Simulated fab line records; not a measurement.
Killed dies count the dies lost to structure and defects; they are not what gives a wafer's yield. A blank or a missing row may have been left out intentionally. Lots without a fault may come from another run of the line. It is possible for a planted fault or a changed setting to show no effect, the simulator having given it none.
Chamber matching + flow n5Finfet + N5_BEOL_M15_ETCH_61 on rieDiel-03: 4 sister chambers
The step etches BARC in N2/H2, target depth 89 nm, overetch 26.7 nm, time 67.9 s. 24 wafers are shown with their chamber, then 12 later ones without.

## WAFERS PAIRED WITH THEIR CHAMBERS
| wafer  | chamber | drypumpMotorCurrentA (A) | throttleValvePct (%) | showerheadPlenumPTorr (Torr) |
|--------|---------|--------------------------|----------------------|------------------------------|
| L075.2 | 1       | 6.1                      | 18.13                | 2.52                         |
| L075.4 | 3       | 6.3                      | 17.88                | 2.47                         |
| L075.6 | 3       | 6.3                      | 17.88                | 2.47                         |
| L083.2 | 1       | 6.0                      | 18.14                | 2.52                         |
| L083.4 | 0       | 4.9                      | 18.25                | 2.42                         |
| L083.6 | 0       | 4.9                      | 18.24                | 2.42                         |
| L085.2 | 0       | 4.9                      | 18.26                | 2.42                         |
| L085.5 | 2       | 6.2                      | 17.48                | 2.59                         |
| L085.6 | 0       | 4.9                      | 18.27                | 2.42                         |
| L086.1 | 3       | 6.3                      | 17.93                | 2.46                         |
| L086.3 | 0       | 4.9                      | 18.26                | 2.42                         |
| L086.5 | 0       | 4.9                      | 18.27                | 2.42                         |
| L087.2 | 1       | 6.0                      | 18.17                | 2.51                         |
| L087.3 | 3       | 6.3                      | 17.93                | 2.46                         |
| L087.6 | 2       | 6.1                      | 17.49                | 2.58                         |
| L089.1 | 1       | 6.0                      | 18.19                | 2.51                         |
| L089.4 | 3       | 6.3                      | 17.94                | 2.46                         |
| L089.6 | 1       | 6.1                      | 18.18                | 2.51                         |
| L088.2 | 3       | 6.3                      | 17.92                | 2.46                         |
| L088.3 | 2       | 6.1                      | 17.49                | 2.58                         |
| L088.4 | 1       | 6.1                      | 18.18                | 2.51                         |
| L090.3 | 2       | 6.1                      | 17.49                | 2.58                         |
| L090.4 | 1       | 6.0                      | 18.18                | 2.51                         |
| L090.6 | 0       | 4.9                      | 18.28                | 2.42                         |

SIGNATURES, as means of the wafers listed above
| reading               | chamber 0 | chamber 1 | chamber 2 | chamber 3 | scatter within a chamber |
|-----------------------|-----------|-----------|-----------|-----------|--------------------------|
| drypumpMotorCurrentA  | 4.900     | 6.043     | 6.125     | 6.300     | 0.0351                   |
| throttleValvePct      | 18.2614   | 18.1671   | 17.4875   | 17.9133   | 0.0198                   |
| showerheadPlenumPTorr | 2.4200    | 2.5129    | 2.5825    | 2.4633    | 0.00419                  |
Rule: for a wafer and a chamber, the distance is found by dividing, reading by reading, the gap between the wafer's reading and the chamber's mean by the reading's scatter, squaring, summing and taking the root. If the next closest chamber is less than 2 further off than the closest, the wafer can't be placed; otherwise it belongs to the closest. How the scatter is found: for the shown wafers, subtract from each reading the mean of its chamber, square and add these, divide the total by (wafers less chambers), then take the root.

## WAFERS MISSING THEIR CHAMBER
| wafer  | drypumpMotorCurrentA (A) | throttleValvePct (%) | showerheadPlenumPTorr (Torr) |
|--------|--------------------------|----------------------|------------------------------|
| L091.2 | 6.1                      | 18.18                | 2.51                         |
| L091.5 | 6.3                      | 17.93                | 2.46                         |
| L091.6 | 4.9                      | 18.28                | 2.42                         |
| L095.2 | 4.9                      | 18.29                | 2.41                         |
| L095.5 | 6.2                      | 17.53                | 2.58                         |
| L095.6 | 6.3                      | 17.96                | 2.45                         |
| L094.3 | 6.1                      | 18.19                | 2.50                         |
| L094.5 | 6.3                      | 17.96                | 2.45                         |
| L094.6 | 4.9                      | 18.30                | 2.41                         |
| L096.1 | 6.1                      | 18.21                | 2.50                         |
| L096.2 | 4.9                      | 18.29                | 2.41                         |
| L096.5 | 6.2                      | 17.52                | 2.58                         |

## THE CHAMBER EACH PASSED THROUGH
| wafer  | from the rows above | in truth |
|--------|---------------------|----------|
| L091.2 | 1                   | 1        |
| L091.5 | 3                   | 3        |
| L091.6 | 0                   | 0        |
| L095.2 | 0                   | 0        |
| L095.5 | 2                   | 2        |
| L095.6 | 3                   | 3        |
| L094.3 | 1                   | 1        |
| L094.5 | 3                   | 3        |
| L094.6 | 0                   | 0        |
| L096.1 | 1                   | 1        |
| L096.2 | 0                   | 0        |
| L096.5 | 2                   | 2        |
Correctly placed: 12 of 12. Number that these rows cannot place: 0. 0 placed wrongly.
